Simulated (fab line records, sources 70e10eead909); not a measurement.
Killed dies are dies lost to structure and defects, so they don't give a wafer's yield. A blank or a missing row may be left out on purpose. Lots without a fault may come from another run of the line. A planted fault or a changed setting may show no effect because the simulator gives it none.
Chamber matching | flow nand_harc | NHARC_A_BONDPAD_ETCH_34 on rie_diel-13: 4 sister chambers
The step etches the open film in N2/H2, target depth 60 nm, overetch 18 nm, time 65.91 s. 4 wafers are shown with their chamber, then 8 later ones without.

WAFERS WITH THEIR CHAMBER
wafer  | chamber | showerhead_plenum_p_Torr (Torr)
L960.3 | 3       | 1.90
L964.6 | 2       | 2.04
L966.1 | 1       | 1.90
L966.3 | 0       | 1.96

WAFERS WITHOUT THEIR CHAMBER
wafer  | showerhead_plenum_p_Torr (Torr)
L966.4 | 1.90
L965.1 | 1.96
L965.2 | 1.90
L965.4 | 2.03
L968.2 | 1.90
L968.5 | 1.90
L971.1 | 1.90
L974.3 | 2.03

WHICH CHAMBER EACH WENT THROUGH
wafer  | from the rows above     | in truth
L966.4 | can't be placed: 1 or 3 | 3
L965.1 | 0                       | 0
L965.2 | can't be placed: 1 or 3 | 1
L965.4 | 2                       | 2
L968.2 | can't be placed: 1 or 3 | 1
L968.5 | can't be placed: 1 or 3 | 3
L971.1 | can't be placed: 1 or 3 | 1
L974.3 | 2                       | 2
Placed correctly: 3 of 8. Can't be placed from these rows: 5 (the true chamber is among the candidates in 5). Placed wrongly: 0.
How it was worked out, from the rows above alone: a wafer's distance from a chamber is the root of the sum, over the readings, of the square of ((its reading less the chamber's mean) divided by the reading's scatter). The wafer belongs to the nearest chamber; if the next one is less than 2 further off, it can't be placed. A chamber's mean is the mean of its shown wafers. The scatter: with one shown wafer a chamber, the root of the mean of the squares of how far each hidden wafer lies from its nearest shown one.
